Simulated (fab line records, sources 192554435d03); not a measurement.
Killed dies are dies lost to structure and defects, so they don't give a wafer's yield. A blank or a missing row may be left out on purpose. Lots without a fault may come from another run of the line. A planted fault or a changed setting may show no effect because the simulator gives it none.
Chamber matching | flow n5_finfet | N5_BEOL_M0_SAQP_PECVD_04 on pecvd-03: 3 sister chambers
The step deposits a-Si from SiH4/He, target thk 60 nm, time 60.2 s. 22 wafers are shown with their chamber, then 11 later ones without.

WAFERS WITH THEIR CHAMBER
wafer  | chamber | throttle_valve_pct (%) | heater_power_w (W) | showerhead_plenum_p_Torr (Torr)
L074.2 | 0       | 18.7                   | 616                | 5.66
L074.4 | 1       | 19.9                   | 705                | 5.68
L074.6 | 2       | 17.7                   | 644                | 5.64
L077.2 | 1       | 19.8                   | 728                | 5.67
L077.4 | 2       | 17.6                   | 640                | 5.62
L077.5 | 1       | 20.2                   | 742                | 5.67
L078.1 | 0       | 18.5                   | 560                | 5.66
L078.3 | 2       | 17.8                   | 579                | 5.64
L078.4 | 1       | 19.9                   | 741                | 5.67
L079.1 | 0       | 18.7                   | 602                | 5.65
L079.3 | 1       | 20.0                   | 720                | 5.68
L079.4 | 0       | 18.7                   | 601                | 5.66
L082.4 | 0       | 18.8                   | 553                | 5.64
L082.5 | 2       | 18.0                   | 625                | 5.64
L082.6 | 1       | 19.9                   | 758                | 5.69
L083.4 | 2       | 17.6                   | 639                | 5.65
L083.5 | 1       | 20.0                   | 748                | 5.68
L083.6 | 0       | 18.8                   | 608                | 5.66
L084.3 | 1       | 20.0                   | 656                | 5.67
L084.4 | 0       | 18.9                   | 564                | 5.66
L084.5 | 1       | 20.0                   | 660                | 5.70
L089.4 | 0       | 18.8                   | 548                | 5.66

SIGNATURES (means of the wafers above)
reading                  | chamber 0 | chamber 1 | chamber 2 | scatter within a chamber
throttle_valve_pct       | 18.738    | 19.967    | 17.740    | 0.128
heater_power_w           | 581.50    | 717.56    | 625.40    | 31.9
showerhead_plenum_p_Torr | 5.6562    | 5.6789    | 5.6380    | 0.00961
Rule: a wafer's distance from a chamber is the root of the sum, over the readings, of the square of ((its reading less the chamber's mean) divided by the reading's scatter). The wafer belongs to the nearest chamber; if the next one is less than 2 further off, it can't be placed. The scatter: the root of (the sum of the squares of (reading less its chamber's mean) over the shown wafers, divided by (wafers less chambers)).

WAFERS WITHOUT THEIR CHAMBER
wafer  | throttle_valve_pct (%) | heater_power_w (W) | showerhead_plenum_p_Torr (Torr)
L089.5 | 17.8                   | 608                | 5.63
L089.6 | 20.1                   | 728                | 5.67
L090.1 | 20.0                   | 673                | 5.67
L090.3 | 18.8                   | 579                | 5.65
L090.5 | 18.7                   | 580                | 5.64
L092.2 | 20.2                   | 728                | 5.66
L092.3 | 17.9                   | 613                | 5.64
L092.6 | 18.8                   | 594                | 5.65
L093.2 | 18.6                   | 585                | 5.67
L093.3 | 20.1                   | 656                | 5.66
L093.5 | 19.8                   | 673                | 5.67

WHICH CHAMBER EACH WENT THROUGH
wafer  | from the rows above | in truth
L089.5 | 2                   | 2
L089.6 | 1                   | 1
L090.1 | 1                   | 1
L090.3 | 0                   | 0
L090.5 | 0                   | 0
L092.2 | 1                   | 1
L092.3 | 2                   | 2
L092.6 | 0                   | 0
L093.2 | 0                   | 0
L093.3 | 1                   | 1
L093.5 | 1                   | 1
Placed correctly: 11 of 11. Can't be placed from these rows: 0. Placed wrongly: 0.
